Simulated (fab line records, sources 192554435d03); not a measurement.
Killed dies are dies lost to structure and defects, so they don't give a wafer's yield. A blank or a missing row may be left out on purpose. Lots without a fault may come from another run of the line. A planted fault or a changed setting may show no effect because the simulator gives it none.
A struck lot beside a sound one | flow n5_finfet | 16 steps out of a route of 1938
Sound: wafers L152.1, L152.3, L152.5. Struck: wafer L157.1. (L157.3 of the same lot was not struck and is left out.) The cause comes at the end.
At each step with rows: each side's tool, then ch and its chambers, then its first start. Under that, the readings that differ: sound wafers | struck wafers | difference of the means | sigmas: that difference in standard deviations of wafers without a fault.
alike: readings whose means differ by less than 2 such deviations, and words and numbers that are the same on both sides. not compared: withheld readings, readings that some wafer has no value for, bounds like >300 that may hide the same value, and numbers for which the record gives no deviation and whose values overlap.
The two part at a step that has a row with sigmas, a row that says differs or no value, or rows on one side only. Numbers that don't overlap but have no deviation are shown without sigmas and don't part them. A reading that every wafer of one side lacks parts them only if that side has two wafers or more.

N5_MOL_CONTACT_COAG_VIA_ETCH_117: etches SiO2 in C4F6/O2, target depth 40 nm, overetch 8 nm, time 26 s.
  sound on rie_diel-06 ch 0,3, day 6 10:37; struck on rie_diel-02 ch 0, day 7 09:37
  reading                | sound          | struck | difference | sigmas
  throttle_valve_pct (%) | 41.5 41.5 41.5 | 40.6   | -0.9       | -3
  alike: drypump_motor_current_A, oes_o_777_au, oes_product_au, rf_vpp_V, showerhead_plenum_p_Torr
  not compared: rf_hours_counter_h
N5_MOL_CONTACT_COAG_ETCH_124: etches SiNx in CH3F/O2, stops on SiOC, target depth 6.5 nm.
  sound on rie_diel-06 ch 0,3, day 6 10:38; struck on rie_diel-02 ch 0, day 7 09:39
  alike: drypump_motor_current_A, oes_o_777_au, oes_product_au, rf_vpp_V, showerhead_plenum_p_Torr, throttle_valve_pct
  not compared: rf_hours_counter_h
N5_MOL_CONTACT_COAG_ETCH_48: etches SiOC in C4F6/O2, target depth 15 nm, overetch 4.5 nm, time 17 s.
  sound on rie_diel-06 ch 0,3, day 6 10:41; struck on rie_diel-02 ch 0, day 7 09:41
  reading                | sound          | struck | difference | sigmas
  throttle_valve_pct (%) | 41.0 41.1 41.0 | 40.2   | -0.8       | -3
  alike: drypump_motor_current_A, oes_o_777_au, oes_product_au, rf_vpp_V, showerhead_plenum_p_Torr
  not compared: rf_hours_counter_h
N5_MOL_CONTACT_COAG_STRIP_72: strips in N2/H2.
  sound on rie_diel-06 ch 0,3, day 6 10:44; struck on rie_diel-02 ch 0, day 7 09:45
  alike: drypump_motor_current_A, h2_flow_sccm, oes_product_au, rf_vpp_V, showerhead_plenum_p_Torr, throttle_valve_pct
  not compared: rf_hours_counter_h
then, 3 steps without rows for these wafers: N5_MOL_CONTACT_COAG_STRIP_49 (strips in N2/H2, time 30 s); N5_MOL_CONTACT_COAG_PRECLEAN_138 (cleans in alkaline clean, time 60 s); N5_MOL_CONTACT_COAG_SRD_139 (time 30 s).
N5_MOL_CONTACT_COAG_CD_MEAS_101: target cd 16 nm.
  sound on cd_sem-03, day 6 10:58; struck on cd_sem-01, day 7 09:58
  alike: cd_nm
then, 1 step without rows for these wafers: N5_MOL_CONTACT_COAG_PRE_CLEAN_121.
N5_MOL_CONTACT_COAG_CVD_140: deposits W, target thk 66.5 nm, time 215 s.
  sound on cvd_w-02 ch 0,1, day 6 11:06; struck on cvd_w-01 ch 0, day 7 10:07
  reading            | sound       | struck | difference | sigmas
  heater_power_w (W) | 486 475 471 | 548    | +71        | +2
then, 2 steps without rows for these wafers: N5_MOL_CONTACT_COAG_PRECLEAN_127 (cleans in DIW, time 57.5 s); N5_MOL_CONTACT_COAG_SRD_128 (dry time 32 s).
N5_MOL_CONTACT_COAG_CMP_52: polishes, stops on SiO2, t overpolish 1.5 s, target thk 66.5 nm.
  sound on cmp-01 ch 1,2, day 6 11:33; struck on cmp-01 ch 2, day 7 10:28
  reading                | sound             | struck | difference | sigmas
  overpolish_run_s (s)   | 1.505 1.505 1.501 | 0.047  | -1.457     | -99 or more
  time_to_endpoint_s (s) | 15.4 11.2 8.6     | 26.0   | +14.3      | +6
  alike: motor_current_A
then, 1 step without rows for these wafers: N5_MOL_CONTACT_COAG_ANNEAL_112 (time 1800 s).
N5_MOL_CONTACT_COAG_INSPECT_97: inspects for defects (darkfield).
  sound on defect_inspect-01, day 6 14:53; struck on defect_inspect-01, day 7 13:46
  reading          | sound    | struck | difference | sigmas
  raw_defect_count | 34 18 50 | 997    | +963       | +54
-- the record jumps here: 7 days lie between the struck wafers' starts before and after (it left off in module MOL_CONTACT_COAG and takes up again in module PASSIVATION, whose first step shown is number 1936 of the route) --
N5_PASSIVATION_PROBE_49:
  sound on prober-02, day 13 20:06; struck on prober-01, day 14 20:20
  reading            | sound      | struck | difference | sigmas
  killed_at_contacts | 11 6 7     | 869    | +861       | +99 or more
  killed_dies        | 122 103 99 | 982    | +874       | +49
  killed_on_rim      | 5 11 16    | 25     | +14        | +3
  alike: killed_at_M0_to_M3, killed_at_M4_up, killed_at_front_end, killed_at_other, killed_open, killed_short

WHERE THEY PART
First at N5_MOL_CONTACT_COAG_VIA_ETCH_117; last, within this record, at N5_PASSIVATION_PROBE_49.

WHY: what the simulator had put in
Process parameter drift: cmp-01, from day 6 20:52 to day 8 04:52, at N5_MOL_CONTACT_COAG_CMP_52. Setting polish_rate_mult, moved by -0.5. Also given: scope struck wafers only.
